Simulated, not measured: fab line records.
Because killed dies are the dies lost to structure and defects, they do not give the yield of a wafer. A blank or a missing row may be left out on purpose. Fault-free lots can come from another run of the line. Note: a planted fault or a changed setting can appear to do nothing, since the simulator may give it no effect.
Matching of chambers    flow nandHarc    NHARC_P_M0_DEP_32 on pecvd-03 has 3 sister chambers
The step deposits SiCN, target thk 30 nm. 3 wafers are shown with their chamber, then 12 later ones without.

== WAFERS PAIRED WITH THEIR CHAMBERS ==
wafer   chamber  heaterPowerW (W)
L088.4  0        594
L093.4  1        615
L093.6  2        556

== WAFERS MISSING THEIR CHAMBER ==
wafer   heaterPowerW (W)
L094.1  553
L094.2  489
L094.6  484
L094.3  600
L094.4  595
L094.5  536
L096.2  566
L096.4  579
L096.6  572
L096.1  589
L096.3  478
L096.5  480

== CHAMBER TAKEN BY EACH ==
wafer   from the rows above           in truth
L094.1  can't be placed: 2 or 0 or 1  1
L094.2  can't be placed: 2 or 0 or 1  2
L094.6  can't be placed: 2 or 0 or 1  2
L094.3  can't be placed: 0 or 1 or 2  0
L094.4  can't be placed: 0 or 1 or 2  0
L094.5  can't be placed: 2 or 0 or 1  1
L096.2  can't be placed: 2 or 0 or 1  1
L096.4  can't be placed: 0 or 2 or 1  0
L096.6  can't be placed: 2 or 0 or 1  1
L096.1  can't be placed: 0 or 1 or 2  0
L096.3  can't be placed: 2 or 0 or 1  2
L096.5  can't be placed: 2 or 0 or 1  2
0 of 12 placed correctly. Can't be placed from these rows: 12 (the true chamber is among the candidates in 12). Number placed wrongly: 0.
How it was worked out, from the rows above alone: a wafer's distance from a chamber is the root of the sum, over the readings, of the square of ((its reading less the chamber's mean) divided by the reading's scatter). If the next closest chamber is less than 2 further off than the closest, the wafer can't be placed; otherwise it belongs to the closest. For every chamber, the mean is computed from those of its wafers that are shown. The scatter: with one shown wafer a chamber, the root of the mean of the squares of how far each hidden wafer lies from its nearest shown one.
